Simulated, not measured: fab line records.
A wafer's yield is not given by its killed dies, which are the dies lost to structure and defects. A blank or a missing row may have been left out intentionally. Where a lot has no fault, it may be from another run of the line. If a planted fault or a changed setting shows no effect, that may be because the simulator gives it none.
Which of the tools did it?	flow n5_finfet	10 lots, 26 wafers sampled, at 7 steps of a route of 1938

WHAT THE GAUGES SHOWED, per wafer
N5_BEOL_M3_THK_MEAS_53: measures by xrf. Usual: M3_THK 39.3 nm, standard deviation 2.
lot	measured	on	M3_THK (nm)	flag
L800	day 8 07:10	film_metro-01	37.7 36.9 38.9	
L803	day 8 11:43	film_metro-01	39.4 41.3	
L806	day 9 09:34	film_metro-01	38.9 39.7	
L808	day 10 00:43	film_metro-01	39.9 38.5 40.6	
L807	day 10 05:13	film_metro-02	40.4 36.9 39.8	
L815	day 11 15:40	film_metro-02	142.8 39.0	OFF
L817	day 12 11:32	film_metro-02	40.7 40.8 41.1	
L818	day 12 20:40	film_metro-02	144.6 41.7	OFF
L820	day 13 10:28	film_metro-02	34.7 39.3 36.7	
L821	day 13 10:45	film_metro-01	34.2 39.8 36.1	

N5_BEOL_M3_INSPECT_59: inspects for defects (darkfield). Usual: raw_defect_count at 74, with a standard deviation of 25.
lot	measured	on	raw_defect_count	flag
L800	day 8 07:33	defect_inspect-02	155 150 95	
L803	day 8 12:00	defect_inspect-01	104 68	
L806	day 9 09:52	defect_inspect-02	99 78	
L808	day 10 00:59	defect_inspect-01	45 86 74	
L807	day 10 05:31	defect_inspect-02	68 55 59	
L815	day 11 15:57	defect_inspect-01	5069 47	OFF
L817	day 12 12:03	defect_inspect-01	112 77 95	
L818	day 12 21:01	defect_inspect-02	5133 77	OFF
L820	day 13 10:48	defect_inspect-01	60 100 55	
L821	day 13 11:02	defect_inspect-01	85 98 56	

N5_BEOL_M4_RC_MEAS_101. Usual: DIBL_N 35.8 mV/V, standard deviation 2.2; DIBL_P 35.3 mV/V, standard deviation 2.7; IOFF_N 0.16 nA/um, standard deviation 0.043; IOFF_P 0.21 nA/um, standard deviation 0.043; ION_N 676 uA/um, standard deviation 15; ION_P 463 uA/um, standard deviation 9.1; SS_N 71.4 mV/dec, standard deviation 0.77; SS_P 73.0 mV/dec, standard deviation 0.79; VT_N 250 mV, standard deviation 4; VT_P -249.8 mV, standard deviation 2.8.
lot	measured	on	DIBL_N (mV/V)	DIBL_P (mV/V)	IOFF_N (nA/um)	IOFF_P (nA/um)	ION_N (uA/um)	ION_P (uA/um)	SS_N (mV/dec)	SS_P (mV/dec)	VT_N (mV)	VT_P (mV)	flag
L800	day 8 17:34	prober-01	33.6 35.9 35.9	32.6 34.8 34.9	0.11 0.14 0.14	0.16 0.20 0.20	674 674 691	460 461 472	70.4 71.5 71.7	72.6 72.8 73.2	254 252 251	-251.9 -248.7 -249.1	
L803	day 9 05:28	prober-02	35.9 38.0	35.7 37.9	0.13 0.19	0.19 0.22	645 697	447 470	71.4 71.5	73.9 74.1	255 246	-252.4 -249.1	
L806	day 9 21:51	prober-02	32.4 36.9	32.2 36.6	0.11 0.18	0.17 0.23	673 680	463 460	70.6 72.2	72.5 73.7	253 248	-250.5 -249.3	
L808	day 10 12:14	prober-02	35.8 37.3 34.9	33.7 35.3 34.2	0.16 0.17 0.14	0.19 0.20 0.19	682 685 674	468 466 469	70.4 71.9 71.3	72.5 74.0 73.3	247 248 250	-248.5 -251.6 -251.7	
L807	day 10 15:54	prober-02	37.2 38.9 35.4	35.2 36.9 33.4	0.17 0.19 0.13	0.20 0.22 0.17	675 687 670	458 469 463	71.4 71.9 71.0	72.9 73.0 72.4	249 250 255	-251.0 -249.8 -253.7	
L815	day 12 04:11	prober-02	33.5	31.8	0.10	0.16	657	460	70.1	72.1	258	-248.2	
L817	day 13 05:27	prober-02	34.2 33.0 39.0	33.5 34.1 40.5	0.12 0.13 0.24	0.18 0.19 0.30	666 670 702	460 469 486	70.2 70.6 71.8	72.3 72.6 74.1	255 249 244	-250.9 -249.6 -244.9	
L818	day 13 06:46	prober-01	34.3	35.1	0.13	0.19	685	471	70.7	72.5	251	-250.4	
L820	day 13 22:04	prober-02	33.6 34.4 37.1	33.1 32.8 36.3	0.12 0.14 0.17	0.17 0.16 0.21	673 679 673	463 453 449	70.5 71.0 72.3	72.1 72.0 73.5	251 252 250	-255.0 -253.8 -249.5	
L821	day 14 02:41	prober-01	35.3 35.0 35.3	33.6 31.5 33.0	0.14 0.12 0.14	0.21 0.16 0.18	667 660 682	466 459 466	71.1 71.0 71.3	72.9 72.0 72.1	249 254 251	-250.5 -252.2 -250.8	

EACH LOT AND THE TOOL THAT RAN IT (in order: tool; ch and the chambers of the sampled wafers; start)
lot	N5_BEOL_M3_SPUTTER_90	N5_BEOL_M3_ANNEAL_91	N5_BEOL_M3_ANNEAL_95	N5_BEOL_M3_CMP_52
L800	pvd_sputter-03, day 8 05:43	pvd_sputter-03, day 8 05:47	pvd_sputter-03, day 8 06:14	cmp-01 ch 1,3, day 8 06:52
L803	pvd_sputter-03, day 8 10:16	pvd_sputter-03, day 8 10:21	pvd_sputter-03, day 8 10:47	cmp-02 ch 0,2, day 8 11:28
L806	pvd_sputter-01, day 9 08:07	pvd_sputter-01, day 9 08:12	pvd_sputter-01, day 9 08:38	cmp-02 ch 1,3, day 9 09:21
L808	pvd_sputter-03, day 9 22:59	pvd_sputter-03, day 9 23:04	pvd_sputter-03, day 9 23:31	cmp-04 ch 0,2,3, day 10 00:25
L807	pvd_sputter-01, day 10 03:30	pvd_sputter-01, day 10 03:35	pvd_sputter-01, day 10 04:01	cmp-01 ch 0,1,2, day 10 05:00
L815	pvd_sputter-01, day 11 14:13	pvd_sputter-01, day 11 14:17	pvd_sputter-01, day 11 14:44	cmp-02 ch 2,3, day 11 15:26
L817	pvd_sputter-03, day 12 10:06	pvd_sputter-03, day 12 10:11	pvd_sputter-03, day 12 10:37	cmp-01 ch 0,1,2, day 12 11:15
L818	pvd_sputter-01, day 12 19:14	pvd_sputter-01, day 12 19:19	pvd_sputter-01, day 12 19:45	cmp-02 ch 2,3, day 12 20:29
L820	pvd_sputter-01, day 13 09:01	pvd_sputter-01, day 13 09:06	pvd_sputter-01, day 13 09:32	cmp-01 ch 0,3, day 13 10:10
L821	pvd_sputter-03, day 13 09:16	pvd_sputter-03, day 13 09:21	pvd_sputter-03, day 13 09:47	cmp-01 ch 1,2,3, day 13 10:32
- N5_BEOL_M3_SPUTTER_90: material Cu, target thk 4.5 nm, time 8.29 s.
- N5_BEOL_M3_ANNEAL_91: time 240 s.
- N5_BEOL_M3_ANNEAL_95: time 240 s.
- N5_BEOL_M3_CMP_52: polishes, stops on SiOC, t overpolish 6.8 s, target thk 40 nm.

AS READ BY THE TOOLS THEMSELVES (means over the sampled wafers that have a number; for cases with no such wafer, the mark the record gives instead)
N5_BEOL_M3_SPUTTER_90. Usual: throttle_valve_pct at 30.1 %, with a standard deviation of 0.92.
lot	tool	throttle_valve_pct (%)	flag
L800	pvd_sputter-03	30.3	
L803	pvd_sputter-03	30.4	
L806	pvd_sputter-01	30.4	
L808	pvd_sputter-03	30.5	
L807	pvd_sputter-01	29.5	
L815	pvd_sputter-01	30.2	
L817	pvd_sputter-03	30.3	
L818	pvd_sputter-01	30.8	
L820	pvd_sputter-01	29.0	
L821	pvd_sputter-03	30.6	

N5_BEOL_M3_ANNEAL_91. Usual: heater_power_w at 814 W, with a standard deviation of 83.
lot	tool	heater_power_w (W)	flag
L800	pvd_sputter-03	779	
L803	pvd_sputter-03	780	
L806	pvd_sputter-01	826	
L808	pvd_sputter-03	762	
L807	pvd_sputter-01	788	
L815	pvd_sputter-01	798	
L817	pvd_sputter-03	745	
L818	pvd_sputter-01	865	
L820	pvd_sputter-01	788	
L821	pvd_sputter-03	793	

N5_BEOL_M3_ANNEAL_95. Usual: heater_power_w at 812 W, with a standard deviation of 81.
lot	tool	heater_power_w (W)	flag
L800	pvd_sputter-03	760	
L803	pvd_sputter-03	766	
L806	pvd_sputter-01	826	
L808	pvd_sputter-03	753	
L807	pvd_sputter-01	769	
L815	pvd_sputter-01	798	
L817	pvd_sputter-03	764	
L818	pvd_sputter-01	856	
L820	pvd_sputter-01	781	
L821	pvd_sputter-03	771	

N5_BEOL_M3_CMP_52. Usual: barrier_field_endpoint_s 24.4 s, standard deviation 0.84; clearing_platen_down_force_psi 1.4997 psi, standard deviation 0.0029; motor_current_A 6.3 A, standard deviation 0.6; overpolish_run_s 6.799 s, standard deviation 0.009; pad_life_wafers 793, standard deviation 660; platen_rpm 50.00 rpm, standard deviation 0.034; retaining_ring_pressure_frac 1.000, standard deviation 0.005; time_to_endpoint_s 63 s, standard deviation 4.7.
lot	tool	barrier_field_endpoint_s (s)	clearing_platen_down_force_psi (psi)	motor_current_A (A)	overpolish_run_s (s)	pad_life_wafers	platen_rpm (rpm)	retaining_ring_pressure_frac	time_to_endpoint_s (s)	flag
L800	cmp-01	23.2	1.4994	6.2	6.794	1591	49.97	1.004	57	
L803	cmp-02	25.1	1.5003	6.5	6.819	1754	49.99	1.002	70	
L806	cmp-02	25.1	1.4995	6.0	6.789	1958	50.02	0.996	65	
L808	cmp-04	23.4	1.5002	6.4	6.800	553	50.03	1.000	58	
L807	cmp-01	24.7	1.4977	6.7	6.803	1910	50.01	1.000	69	
L815	cmp-02	32.9	1.4996	6.3	3.421	350	50.01	1.005	72	OFF
L817	cmp-01	25.2	1.4965	6.6	6.801	343	49.99	1.000	66	
L818	cmp-02	33.0	1.5019	6.6	3.413	555	50.02	1.002	72	OFF
L820	cmp-01	23.6	1.4974	5.7	6.810	546	50.00	1.004	58	
L821	cmp-01	23.7	1.4994	6.2	6.799	554	50.01	1.001	58	

THE ANSWER, worked out from the rows above alone
Rule: take the mean of a lot's wafers that have a number; if it is more than 3 standard deviations from the usual mean, the lot is off. A lot without any number at a reading at which 4 lots or more have one is off too. All remaining lots with rows at the step are treated as sound. The gauges are gone through in route order, then the tools' own readings, and for those a lot's mean is taken as printed above. The first step at which some lot is off is used, and at that step the reading that is off furthest; a lot without a number counts as furthest.
Off: L815, L818, at N5_BEOL_M3_THK_MEAS_53 (M3_THK).
A tool fits if, at a process step before that reading, it ran every lot that is off, and no sound lot after the first of them. Not tried: the gauges at N5_BEOL_M3_THK_MEAS_53; whatever is off there is also off at N5_BEOL_M3_INSPECT_59, on other tools, and gauge error can't account for it. One fits: cmp-02 at N5_BEOL_M3_CMP_52. Its last sound lot is L806 (day 9 09:21), its first lot that is off L815 (day 11 15:26): a fault that began between those two fits.
The tool's own readings at N5_BEOL_M3_CMP_52 bear it out: on the lots that are off they differ by more than 5 times the standard deviation of the sound lots' means. barrier_field_endpoint_s reads 33.0 s there against 24.2 s on the sound lots; overpolish_run_s reads 3.417 s there against 6.802 s on the sound lots.

WHAT HAD BEEN PUT IN BY THE SIMULATOR
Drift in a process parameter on cmp-02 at N5_BEOL_M3_CMP_52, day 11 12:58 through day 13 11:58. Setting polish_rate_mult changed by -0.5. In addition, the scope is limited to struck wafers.
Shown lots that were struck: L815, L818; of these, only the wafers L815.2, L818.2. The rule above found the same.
